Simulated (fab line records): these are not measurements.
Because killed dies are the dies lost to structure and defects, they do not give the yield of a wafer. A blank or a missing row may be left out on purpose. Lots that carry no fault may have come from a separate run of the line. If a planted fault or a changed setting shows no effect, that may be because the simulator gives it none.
Matching of chambers + flow n5-finfet + N5_BEOL_M6_CURE_75 on uv-cure-02 has 3 sister chambers
The step cures SiCOH lowk, time 120 s. 3 wafers are shown with their chamber, then 12 later ones without.

== WAFERS WITH THEIR CHAMBER ==
| wafer  | chamber | wafer_temp_C_max |
|--------|---------|------------------|
| L080.6 | 1       | 372.0            |
| L092.6 | 2       | 372.2            |
| L090.4 | 0       | 371.2            |

== WAFERS WITH NO CHAMBER GIVEN ==
| wafer  | wafer_temp_C_max |
|--------|------------------|
| L093.1 | 372.4            |
| L093.2 | 371.9            |
| L093.4 | 372.1            |
| L095.1 | 371.1            |
| L095.2 | 371.9            |
| L095.4 | 372.2            |
| L095.3 | 371.6            |
| L095.5 | 372.3            |
| L095.6 | 371.9            |
| L097.2 | 371.8            |
| L097.3 | 371.9            |
| L097.5 | 372.0            |

== CHAMBER TAKEN BY EACH ==
| wafer  | from the rows above          | in truth                   |
|--------|------------------------------|----------------------------|
| L093.1 | can't be placed: 2 or 1      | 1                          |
| L093.2 | can't be placed: 1 or 2      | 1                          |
| L093.4 | can't be placed: 2 or 1      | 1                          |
| L095.1 | 0                            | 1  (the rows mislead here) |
| L095.2 | can't be placed: 1 or 2      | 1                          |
| L095.4 | can't be placed: 2 or 1      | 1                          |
| L095.3 | can't be placed: 1 or 0 or 2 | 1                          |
| L095.5 | can't be placed: 2 or 1      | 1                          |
| L095.6 | can't be placed: 1 or 2      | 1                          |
| L097.2 | can't be placed: 1 or 2      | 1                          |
| L097.3 | can't be placed: 1 or 2      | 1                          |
| L097.5 | can't be placed: 1 or 2      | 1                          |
Correctly placed: 0 of 12. From these rows, 11 cannot be placed; in 11 the true chamber is one of the candidates. Placed wrongly: 1.
How it was worked out, from the rows above alone: a wafer's distance from a chamber is the root of the sum, over the readings, of the square of ((its reading less the chamber's mean) divided by the reading's scatter). The wafer belongs to the nearest chamber; if the next one is less than 2 further off, it can't be placed. The mean given for a chamber averages the wafers shown for that chamber. The scatter (one wafer shown for each chamber): square how far every hidden wafer sits from the nearest shown wafer, average those squares and take the square root.
